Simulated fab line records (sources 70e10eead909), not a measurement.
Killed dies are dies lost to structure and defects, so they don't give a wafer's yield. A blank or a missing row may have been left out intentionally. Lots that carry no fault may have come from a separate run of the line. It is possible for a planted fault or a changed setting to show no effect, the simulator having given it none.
The same fault as seen by 2 desks    flow nand-harc    every desk sees just its own numbers, and what lay behind them comes last

== THE DEFECT DESK ==
What the inspections along the route counted, lot by lot: means of the sampled wafers that have a number. Any lot whose mean is over 4 standard deviations away from the usual mean is out of limits and marked OUT; that distance is given in the brackets.
Columns: A = raw-defect-count at NHARC_A_SOURCE_PLATE_INSPECT_08, usual 62
lot   first seen here  A
L869  day 7 11:56      108
L870  day 8 07:11      45
L871  day 8 15:11      67
L872  day 8 22:27      42
L873  day 9 06:56      75
L875  day 10 06:05     49
L877  day 11 05:45     42
L878  day 11 20:14     90
L879  day 11 20:14     59
L880  day 12 08:53     74
L882  day 12 22:56     47
L890  day 16 08:48     36
L892  day 17 03:54     48
This desk found nothing out of limits on any of the 13 lots.

== FROM THE METROLOGY DESK ==
Lot by lot, what the gauges showed, no matter which tool ran the lot: averages of those sampled wafers that carry a number. Any lot whose mean is over 4 standard deviations away from the usual mean is out of limits and marked OUT; that distance is given in the brackets.
Columns: A = thk-nm at NHARC_A_SOURCE_PLATE_THK_MEAS_09, usual 9.7 nm; B = thk-nm at NHARC_A_ONON_D1_THK_MEAS_02, usual 1000 nm
lot   first seen here  A     B
L869  day 6 23:25      9.8   1001
L870  day 7 18:11      9.5   999
L871  day 8 02:36      9.1   998
L872  day 8 07:44      9.8   1012
L873  day 8 17:05      10.9  988
L875  day 9 16:29      9.8   989
L877  day 10 16:20     9.3   1023
L878  day 11 07:08     9.3   992
L879  day 11 07:08     9.6   994
L880  day 11 17:35     9.2   991
L882  day 12 09:44     10.2  997
L890  day 15 20:14     10.8  1019
L892  day 16 14:43     9.5   984
This desk found nothing out of limits on any of the 13 lots.

== ALL TOGETHER ==
Nothing the defect desk looked at was out of limits.
Metrology desk: nothing out of limits seen.

== WHAT HAD BEEN PUT IN BY THE SIMULATOR ==
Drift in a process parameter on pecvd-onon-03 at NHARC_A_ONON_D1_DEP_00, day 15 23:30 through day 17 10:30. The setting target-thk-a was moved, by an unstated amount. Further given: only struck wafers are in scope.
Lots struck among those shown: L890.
